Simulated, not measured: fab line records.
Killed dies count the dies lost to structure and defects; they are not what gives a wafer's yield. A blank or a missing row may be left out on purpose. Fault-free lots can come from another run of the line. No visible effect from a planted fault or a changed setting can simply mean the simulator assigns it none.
A struck lot beside a sound one    flow n5_finfet    14 out of 1938 route steps
Sound: the wafers L945.4, L945.5, L945.6. Struck: wafer L946.6 (left out: L946.2, L946.3 of the same lot, which were not struck); the cause appears at the end.
At each step with rows: each side's tool, then ch and its chambers, then its first start. Under that, the readings that differ: sound wafers    struck wafers    difference of the means    sigmas: that difference in standard deviations of wafers without a fault.
alike: a reading whose means differ by less than 2 such deviations, as well as words and numbers matching on both sides. not compared: withheld readings; readings where some wafer has no value; bounds like >300 that might hide an equal value; numbers whose values overlap and for which the record gives no deviation.
Wherever a step has rows on one side only, a row that says differs or no value, or a row with sigmas, the two part there. When numbers do not overlap yet have no deviation, they are printed without sigmas and do not part them. A reading missing from all wafers of one side parts the sides only when that side holds two or more wafers.

first, 1 step without rows for these wafers: N5_BEOL_M7_CURE_75 (cures SiCOH lowk, time 120 s).
N5_BEOL_M7_DEGAS_44: time 60 s.
  sound on pvd_sputter-02, day 11 11:53; struck on pvd_sputter-03, day 12 23:27
  alike: heater_power_w
N5_BEOL_M7_PRE_CLEAN_45: time 30 s.
  sound on pvd_sputter-02, day 11 11:56; struck on pvd_sputter-03, day 12 23:29
  alike: heater_power_w
then, 1 step without rows for these wafers: N5_BEOL_M7_ALD_77 (deposits TaN, target thk 2 nm, pulse time 2 s, purge time 3 s).
N5_BEOL_M7_SURFACE_TREAT_79:
  sound on pvd_sputter-01, day 11 12:17; struck on pvd_sputter-03, day 12 23:50
  alike: ar_flow_sccm
  not compared: throttle_valve_pct
then, 1 step without rows for these wafers: N5_BEOL_M7_CVD_78 (deposits Co from CCTBA/H2, target thk 2 nm, time 142.3 s).
N5_BEOL_M7_SPUTTER_48: material Cu, target thk 10 nm, time 1.667 s.
  sound on pvd_sputter-02, day 11 12:49; struck on pvd_sputter-03, day 13 00:20
  alike: throttle_valve_pct
then, 1 step without rows for these wafers: N5_BEOL_M7_ECD_50 (material Cu, target thk 300 nm).
N5_BEOL_M7_ANNEAL_51: time 90 s.
  sound on rtp_anneal-02 ch 0, day 11 13:22; struck on rtp_anneal-01 ch 0, day 13 00:37
  alike: wafer_temp_C_max
then, 1 step without rows for these wafers: N5_BEOL_M7_CMP_52 (polishes, stops on SiCOH lowk, t overpolish 6.9 s, target thk 80 nm).
N5_BEOL_M7_THK_MEAS_53: measures by xrf.
  sound on film_metro-01, day 11 13:50; struck on film_metro-02, day 13 01:10
  alike: M7_THK
then, 1 step without rows for these wafers: N5_BEOL_M7_PRE_CLEAN_55 (time 15 s).
N5_BEOL_M7_DEP_56: deposits SiCN from 3MS/NH3, target thk 10 nm, time 17.5 s.
  sound on pecvd-03 ch 0,1,2, day 11 13:55; struck on pecvd-03 ch 1, day 13 01:14
  alike: showerhead_plenum_p_Torr, showerhead_vpp_V, throttle_valve_pct
  not compared: model.SiCN_of_BEOL_M7_DEP_56.thk_nm
N5_BEOL_M7_RS_MEAS_57: a four-point-probe measurement.
  sound on film_metro-02, day 11 13:58; struck on film_metro-01, day 13 01:18
  alike: M7_RS

== WHERE THEY PART ==
Nowhere in this record.

WHY: what had been put in by the simulator
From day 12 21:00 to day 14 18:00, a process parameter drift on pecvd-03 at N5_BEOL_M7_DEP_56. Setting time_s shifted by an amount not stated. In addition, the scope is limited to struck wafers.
